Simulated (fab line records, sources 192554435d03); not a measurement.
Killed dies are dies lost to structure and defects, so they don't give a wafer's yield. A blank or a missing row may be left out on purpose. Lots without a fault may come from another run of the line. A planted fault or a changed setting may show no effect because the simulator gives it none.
fab line records | flow n5_finfet
record lots=4 wafers=12 last_day=16
route steps=1938 shown MOL_CONTACT_COAG@584 BEOL_M4@1111 PASSIVATION@1936
lots that met no fault: from a run of the same line without faults
start_h: hours from the record's first day to the start of the lot's first wafer shown | wait_h: hours since the lot's step before | " the same as in the row above | L1.1+2: a row that stands for several wafers | - no value, or no start given | * or withheld: withheld | < > ~ a bound
route shown NAME@n: a module of which the file shows steps, and the number in the route of the first | usual: mean/standard deviation of fault-free wafers | same: alike in all rows | chamber/n: place in a boat | sites: the reading at each site | _std_site: their standard deviation | _edge_site: outer sites' mean less inner sites' | radius_mm: how far each site lies from the wafer's centre | mask NAME#n: copy n | behind: the tool/chamber that last shaped the wafer | hold: why the lot was held/for how many hours/how that ended | device: the transistor (n, p or np) that didn't switch | end of line: the same wafers' tests at the end of the route | a step without rows: its recipe alone | killed: dies lost to structure and defects at the first sort, not the wafer's yield | map: a wafer's dies, x killed, . not, _ none there
set.NAME: the setting as run; set.NAME@STEP: as run at that earlier step | model.NAME: the simulator's own value behind a step, which no gauge read
lots at some steps of the route; a table a step, a row a wafer
services: from which hour (start_h, from the record's first day; less than 0 if before it) a tool's chamber was out of use, for how many hours, and why
## steps
# step N5_MOL_CONTACT_COAG_ETCHBACK_135
# recipe chemistry=CHF3 target=SiO2 target_depth_a=250 time_s=16.7 ion_energy_ev=200 pressure_mtorr=30 source_w=610 bias_w=170 Ar_flow_sccm=200 CHF3_flow_sccm=50
# step N5_MOL_CONTACT_COAG_STRIP_118
# recipe chemistry=CHF3 resist=SiARC rf_frequency_hz=6e+07
# step N5_MOL_CONTACT_COAG_VIA_ETCH_46
# recipe chemistry=C4F6/O2 target_depth_a=460 overetch_a=92 mask_material=SOC target=SiO2 bias_w=455 pressure_mtorr=10 time_s=40 source_w=325 Ar_flow_sccm=300 C4F6_flow_sccm=10 O2_flow_sccm=10 ion_energy_ev=575.3 ends=end_point
# step N5_MOL_CONTACT_COAG_STRIP_96
# recipe chemistry=N2/H2 power_w=500 temp_c=40 pressure_mtorr=50 rf_frequency_hz=6e+07 overash_fraction=0.3 bias_power_w=28 h2_frac=0.5 n2_flow_sccm=300 h2_flow_sccm=300
# step N5_MOL_CONTACT_COAG_ETCH_47
# recipe chemistry=CH3F/O2 target=SiNx target_depth_a=270 mask_material=SiO2 stop_on=W over_etch_frac=0.2 ion_energy_ev=120 endpoint=OES-CN pressure_mtorr=30 source_w=395 bias_w=73 Ar_flow_sccm=150 CH3F_flow_sccm=30 O2_flow_sccm=20 ends=end_point
# step N5_MOL_CONTACT_COAG_STRIP_119
# recipe chemistry=N2/H2 time_s=30 power_w=1000 temp_c=250 pressure_mtorr=withheld n2_flow_sccm=1750 h2_flow_sccm=3250
# step N5_MOL_CONTACT_COAG_PRECLEAN_144
# recipe chemistry=alkaline_clean temp_c=60 time_s=60 do_ppb=50
# step N5_MOL_CONTACT_COAG_SRD_145
# recipe dry=ipa_marangoni time_s=30 temp_c=23 rinse_liquid=diw
# step N5_MOL_CONTACT_COAG_COAT_62
# recipe resist=SOC temp_c=250 time_s=60 spin_rpm=1500 resist_thk_nm=60
# step N5_MOL_CONTACT_COAG_COAT_63
# recipe resist=SiARC temp_c=220 time_s=60 spin_rpm=1500 resist_thk_nm=10
# step N5_MOL_CONTACT_COAG_COAT_64
# recipe resist=underlayer temp_c=205 time_s=60 spin_rpm=1500 resist_thk_nm=10
# step N5_MOL_CONTACT_COAG_COAT_34
# recipe resist=CAR-EUV spin_rpm=1500 resist_thk_nm=40
# usual spin_speed_rpm=1500.1/0.96
# columns lot.wafer tool chamber start_h wait_h spin_speed_rpm model.CAR-EUV_of_MOL_CONTACT_COAG_COAT_34.thk_nm
L552.2 litho_track-03 0 136.30 - 1499.3 40
L552.5 " 0 " " 1500.4 40
L552.6 " 0 " " 1498.3 40
L553.2 litho_track-03 0 148.06 - 1455.0 40.6
L553.4 " 0 " " 1453.3 40.6
L553.6 " 0 " " 1454.0 40.6
L554.1 litho_track-03 0 151.70 - 1453.9 40.8
L554.3 " 0 " " 1455.4 40.6
L554.5 " 0 " " 1455.3 40.6
L562.1 litho_track-01 0 197.81 - 1499.8 40
L562.2 " 0 " " 1499.9 39.8
L562.5 " 0 " " 1499.2 40
# step N5_MOL_CONTACT_COAG_EBR_36
# recipe solvent=PGMEA ebr_width_mm=1.5
# step N5_MOL_CONTACT_COAG_SOFTBAKE_35
# recipe temp_c=110 time_s=60 resist=CAR-EUV
# step N5_MOL_CONTACT_COAG_EXPOSE_37
# recipe mask_id=VD na=0.33 source_shape=annular sigma_inner=0.3 sigma_outer=0.7 polarization=unpolarized defocus_nm=0 dose_mj=62
# step N5_MOL_CONTACT_COAG_PEB_38
# recipe peb_temp_c=100 peb_time_s=60 resist=CAR-EUV
# step N5_MOL_CONTACT_COAG_DEVELOP_39
# recipe develop_time_s=30 developer=TMAH resist=CAR-EUV rinse_liquid=surfactant_rinse dry=air_spin dev_temp_c=23
# step N5_MOL_CONTACT_COAG_DESCUM_45
# recipe chemistry=O2 time_s=7 source_power_w=50 bias_power_w=20 pressure_mtorr=20 rf_frequency_hz=2.712e+07 temp_c=40 resist=CAR-EUV o2_flow_sccm=225
# step N5_MOL_CONTACT_COAG_ETCH_65
# recipe chemistry=N2/H2 target=underlayer target_depth_a=130 mask_material=CAR-EUV time_s=10.4 ion_energy_ev=200 pressure_mtorr=30 source_w=840 bias_w=150 n2_flow_sccm=200 h2_flow_sccm=200 ends=cleared
# step N5_MOL_CONTACT_COAG_ETCH_66
# recipe chemistry=CF4 target=SiARC target_depth_a=130 mask_material=CAR-EUV time_s=21.7 ion_energy_ev=80 pressure_mtorr=40 source_w=545 bias_w=36 Ar_flow_sccm=100 cf4_flow_sccm=100 ends=cleared
# step N5_MOL_CONTACT_COAG_ALD_133
# recipe material=SiO2 target_thk_a=50 temp_c=100 ald_precursor_family=BDEAS ald_co_reactant=O2-plasma pulse_time_s=1 co_reactant_pulse_time_s=1 purge_time_s=2 co_reactant_purge_time_s=2 ald_cycles=35 pressure_torr=2
# step N5_MOL_CONTACT_COAG_ETCHBACK_134
# recipe chemistry=CHF3 target=SiO2 target_depth_a=100 time_s=6.7 ion_energy_ev=200 pressure_mtorr=30 source_w=610 bias_w=170 Ar_flow_sccm=200 CHF3_flow_sccm=50
# usual chamber_pressure_mTorr=30.003/0.027 drypump_motor_current_A=5.8/0.44 oes_ar_750_au=0.85/0.093 oes_product_au=0.85/0.098 rf_vpp_V=519/7.2 showerhead_plenum_p_Torr=2.39/0.052 throttle_valve_pct=18.69/0.21
# columns lot.wafer tool chamber start_h wait_h chamber_pressure_mTorr drypump_motor_current_A oes_ar_750_au oes_product_au rf_hours_counter_h rf_vpp_V showerhead_plenum_p_Torr throttle_valve_pct model.CAR-EUV_of_MOL_CONTACT_COAG_COAT_34.thk_nm
L552.2 rie_diel-03 2 137.14 0.1 30.000 5.4 0.93 0.92 9 518 2.44 18.69 15.6
L552.5 " 3 " " 29.994 5.7 0.72 0.70 - 511 2.33 18.64 15.4
L552.6 " 2 " " 30.021 5.3 0.93 0.92 - 518 2.44 18.70 15.4
L553.2 rie_diel-03 1 148.77 0.1 29.996 6.0 0.90 0.89 32 514 2.35 18.76 16.2
L553.4 " 1 " " 30.018 6.0 0.90 0.88 - 514 2.35 18.75 16.2
L553.6 " 2 " " 30.004 5.3 0.92 0.91 - 518 2.43 18.71 16.2
L554.1 rie_diel-03 0 152.56 0.1 30.053 5.9 0.94 0.96 6 531 2.43 18.77 16.2
L554.3 " 1 " " 29.990 6.0 0.90 0.89 34 516 2.35 18.77 16
L554.5 " 1 " " 29.959 6.0 0.89 0.89 - 515 2.35 18.77 16.2
L562.1 rie_diel-03 0 198.65 0.1 29.996 5.8 0.89 0.91 23 531 2.43 18.77 15.6
L562.2 " 2 " " 29.999 5.4 0.88 0.87 35 517 2.43 18.72 15.6
L562.5 " 1 " " 29.963 6.0 0.87 0.86 - 515 2.34 18.77 15.6
# step N5_MOL_CONTACT_COAG_ETCH_67
# recipe chemistry=N2/H2 target=SOC target_depth_a=600 overetch_a=210 mask_material=SiARC temp_c=40 time_s=101.2 ion_energy_ev=200 pressure_mtorr=30 source_w=840 bias_w=150 n2_flow_sccm=200 h2_flow_sccm=200
# step N5_BEOL_M4_RC_MEAS_101
# usual DIBL_N=36.0/1.7 DIBL_P=36.0/2 IOFF_N=0.156/0.028 IOFF_P=0.21/0.04 ION_N=673/12 ION_P=463/8.3 SS_N=71.4/0.6 SS_P=73.3/0.66 VT_N=250/3 VT_P=-250/3.8
# columns lot.wafer tool chamber start_h wait_h DIBL_N[mV/V] DIBL_P[mV/V] IOFF_N[nA/um] IOFF_P[nA/um] ION_N[uA/um] ION_P[uA/um] SS_N[mV/dec] SS_P[mV/dec] VT_N[mV] VT_P[mV]
L552.2 prober-02 0 203.50 0.2 36.6 35.4 0.152 0.20 679 464 70.9 73.1 251 -252
L552.5 " 0 " " 37.0 37.2 0.158 0.23 661 459 72.0 74.2 253 -249
L552.6 " 0 " " 38.1 37.0 0.174 0.23 684 462 71.4 74.4 250 -250
L554.1 prober-02 0 207.88 0.0 37.3 35.2 0.166 0.20 661 455 72.5 73.8 252 -251
L554.3 " 0 " " 36.4 35.3 0.167 0.21 680 473 71.4 74.1 249 -250
L554.5 " 0 " " 36.3 35.7 0.160 0.22 676 468 70.8 74.0 251 -248
L553.2 prober-01 0 209.64 0.2 35.6 34.4 0.140 0.19 680 467 72.3 72.9 249 -255
L553.4 " 0 " " 36.7 35.7 0.151 0.20 672 460 71.5 73.1 252 -249
L553.6 " 0 " " 38.4 37.1 0.189 0.22 681 459 72.7 73.4 249 -253
L562.1 prober-02 0 262.81 0.0 39.2 41.1 0.209 0.28 674 460 71.7 74.3 248 -247
L562.2 " 0 " " 35.4 36.7 0.132 0.20 661 461 70.5 73.8 255 -251
L562.5 " 0 " " 41.7 44.8 0.276 0.36 692 469 72.7 75.1 244 -243
# step N5_PASSIVATION_PROBE_49
# usual defect_limited_yield=91.6/1.6 killed_at_M0_to_M3=31/10 killed_at_M4_up=14/6.3 killed_at_contacts=12/6.1 killed_at_front_end=39/12 killed_at_other=3.7/2.8 killed_dies=100/19 killed_open=66/14 killed_short=33/8.1 sort_bin_4_leakage=0.00/0.014 sort_bin_5_function=5.0/1.1 sort_bin_6_memory=3.2/0.66 sort_n_pass=1080/18 sort_yield_pct=91.6/1.6
# same gross_dies=1180 killed_at_back_side=0 sort_bin_8_speed[%]=0
# columns lot.wafer tool chamber start_h wait_h defect_limited_yield[%] killed_at_M0_to_M3 killed_at_M4_up killed_at_contacts killed_at_front_end killed_at_other killed_dies killed_open killed_short sort_bin_4_leakage[%] sort_bin_5_function[%] sort_bin_6_memory[%] sort_n_pass sort_yield_pct[%]
L552.5 prober-02 - 304.73 0.2 91.3 28 8 8 53 6 103 72 29 0 5.5 3.1 1077 91.3
L554.1 prober-01 - 314.20 0.0 91.6 29 13 11 44 2 99 67 32 0 4.8 3.5 1081 91.6
L554.3 prober-01 - 314.30 0.1 90.5 49 19 9 35 0 112 71 39 0 6.0 3.3 1068 90.5
L554.5 prober-01 - 314.40 0.2 91.2 28 11 14 51 0 104 73 30 0 4.2 3.9 1076 91.2
# killed by level:class
L552.5 FIN_SAQP:geometric_particle:open=13 STI_FIN_REVEAL:geometric_particle:open=12 BEOL_M1:geometric_particle:open=9 MOL_CONTACT_COAG:geometric_particle:open=7 FIN_SAQP:geometric_particle:short=5 STI_FIN_REVEAL:geometric_particle:short=4 DUMMY_GATE:geometric_particle:short=4 GATE_CUT:geometric_particle:open=4
L554.1 FIN_SAQP:geometric_particle:open=10 BEOL_M0_SAQP:geometric_particle:open=8 STI_FIN_REVEAL:geometric_particle:open=7 BEOL_M0_SAQP:geometric_particle:short=7 FIN_SAQP:geometric_particle:short=6 MOL_CONTACT_COAG:geometric_particle:open=6 BEOL_M2:geometric_particle:open=6 MOL_CONTACT_COAG:geometric_particle:short=5
L554.3 BEOL_M0_SAQP:geometric_particle:short=11 BEOL_M0_SAQP:geometric_particle:open=11 FIN_SAQP:geometric_particle:short=10 BEOL_M2:geometric_particle:open=9 BEOL_M4:geometric_particle:open=8 MOL_CONTACT_COAG:geometric_particle:open=7 BEOL_M1:geometric_particle:open=6 FIN_SAQP:geometric_particle:open=5
L554.5 FIN_SAQP:geometric_particle:open=16 MOL_CONTACT_COAG:geometric_particle:open=12 FIN_SAQP:geometric_particle:short=10 BEOL_M2:geometric_particle:open=10 BEOL_M0_SAQP:geometric_particle:open=8 GATE_CUT:geometric_particle:short=7 DUMMY_GATE:geometric_particle:open=4 GATE_CUT:geometric_particle:open=4
## services
# columns tool chamber start_h hours kind
rie_diel-03 0 120.24 - clean
rie_diel-03 0 120.24 - consumable_replace:focus_ring
rie_diel-03 0 120.24 20.2 scheduled_down
rie_diel-03 0 120.24 20.2 vent_cycle
rie_diel-03 3 140.46 - clean
rie_diel-03 3 140.46 - consumable_replace:focus_ring
rie_diel-03 3 140.46 22.1 scheduled_down
rie_diel-03 3 140.46 22.1 vent_cycle
## key
first_sign step=N5_MOL_CONTACT_COAG_COAT_34 reading=spin_speed_rpm direction=down sigmas=48 usual=* struck=*
effect none on later readings
model_effect step=N5_MOL_CONTACT_COAG_COAT_34 value=CAR-EUV_of_MOL_CONTACT_COAG_COAT_34.thk_nm without=39.97 struck=40.63
model_effect step=N5_MOL_CONTACT_COAG_ETCHBACK_134 value=CAR-EUV_of_MOL_CONTACT_COAG_COAT_34.thk_nm without=15.57 struck=16.17
met_at N5_MOL_CONTACT_COAG_COAT_34
struck_wafers L553.2,L553.4,L553.6,L554.1,L554.3,L554.5
onset_between 136.30 148.06
fault kind=process_parameter_drift tool=litho_track-03 chamber=- onset_h=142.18 steps=N5_MOL_CONTACT_COAG_COAT_34 channel=spin_rpm offset=* shape=step end_h=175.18 acts_in=* stated=*
